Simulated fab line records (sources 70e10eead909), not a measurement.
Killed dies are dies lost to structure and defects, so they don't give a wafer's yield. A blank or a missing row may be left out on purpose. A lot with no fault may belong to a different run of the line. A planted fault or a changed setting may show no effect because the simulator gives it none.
A lot that was struck, set against a sound lot || flow nand_harc || 15 steps out of a route of 1302
Sound: wafers L829.1, L829.2, L829.6. Wafers L839.2, L839.5, L839.6 were the ones struck. The cause comes at the end.
Per side, at each step with rows, come the tool, then ch with its chambers, and then its first start. Under that, the readings that differ: sound wafers || struck wafers || difference of the means || sigmas: that difference in standard deviations of wafers without a fault.
alike: words and numbers the same on both sides, and readings whose means are apart by under 2 such deviations; not compared: readings that were withheld, readings missing a value for some wafer, numbers with overlapping values and no deviation given by the record, and bounds like >300 which may hide the same value.
The two part at a step that has a row with sigmas, a row that says differs or no value, or rows on one side only. When numbers do not overlap yet have no deviation, they are printed without sigmas and do not part them. A reading that every wafer of one side lacks parts them only if that side has two wafers or more.

NHARC_A_CONTACT_ETCH_122: etches the open film in C4F8/O2/Ar, time 190 s, target depth 1850 nm.
  sound on har_cap_etch-02 ch 0,1, day 22 04:40; struck on har_cap_etch-03 ch 0,1, day 25 21:34
  alike: chamber_pressure_mTorr
  not compared: rf_hours_counter_h
then, 1 step without rows for these wafers: NHARC_A_CONTACT_ETCH_123 (etches the open film in C4F8/O2/Ar, time 490 s, target depth 2110 nm).
NHARC_A_CONTACT_ETCH_90: etches the open film in CH3F/O2, target depth 40 nm, time 85.7 s.
  sound on rie_diel-05 ch 1,2,3, day 22 05:49; struck on rie_diel-13 ch 1,2,3, day 25 22:44
  alike: chamber_pressure_mTorr, drypump_motor_current_A, o2_flow_sccm, oes_product_au, rf_vpp_V, showerhead_plenum_p_Torr, throttle_valve_pct
  not compared: rf_hours_counter_h
NHARC_A_CONTACT_ETCH_96: etches the open film in C4F6/O2, target depth 20 nm, time 10 s.
  sound on rie_diel-05 ch 0,1,2; struck on rie_diel-13 ch 2,3
  alike: chamber_pressure_mTorr, drypump_motor_current_A, o2_flow_sccm, oes_product_au, rf_vpp_V, showerhead_plenum_p_Torr, throttle_valve_pct
  not compared: rf_hours_counter_h
NHARC_A_CONTACT_CD_MEAS_53:
  struck on cd_sem-03, day 25 22:54; sound on cd_sem-02, day 22 06:02
  alike: cd_nm
then, 3 steps without rows for these wafers: NHARC_A_CONTACT_STRIP_99 (strips in N2/H2); NHARC_A_CONTACT_STRIP_100 (strips in CF4/CHF3); NHARC_A_CONTACT_STRIP_101 (strips in O2/COS).
NHARC_A_CONTACT_ETCH_102: etches the open film in CF4/O2, target depth 100 nm, overetch 10 nm, time 55 s.
  sound on rie_diel-13 ch 0,3, day 22 06:19; struck on rie_diel-13 ch 0,1, day 25 23:27
  alike: chamber_pressure_mTorr, drypump_motor_current_A, o2_flow_sccm, oes_product_au, rf_vpp_V, showerhead_plenum_p_Torr, throttle_valve_pct
  not compared: rf_hours_counter_h
then, 2 steps without rows for these wafers: NHARC_A_CONTACT_STRIP_55 (strips in O2); NHARC_A_CONTACT_STRIP_56 (strips in post etch residue remover, time 600 s).
NHARC_A_CONTACT_DEP_57: deposits aC, target thk 5300 nm.
  sound on acl_dep-03 ch 0, day 22 10:19; struck on acl_dep-02 ch 0, day 26 00:38
  alike: throttle_valve_pct
NHARC_A_CONTACT_DEP_58: deposits SiON, target thk 90 nm.
  sound on pecvd-04 ch 0,1,2, day 22 13:37; struck on pecvd-02 ch 0,2, day 26 03:19
{"reading": "rf_fwd_power_W (W)", "sound": "348.8 348.5 348.2", "struck": "405.6 404.0 402.9", "difference": "+55.7", "sigmas": "+51"}
  alike: heater_power_w
  not compared: since_wet_clean_h
then, 2 steps without rows for these wafers: NHARC_A_CONTACT_DEHYDRATE_59 (time 120 s); NHARC_END_SORT_01.

WHERE THEY PART
Only at NHARC_A_CONTACT_DEP_58, as far as this record shows.

WHY: whatever the simulator had introduced
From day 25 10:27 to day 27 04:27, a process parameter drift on pecvd-02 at NHARC_A_CONTACT_DEP_58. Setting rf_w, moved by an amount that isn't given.
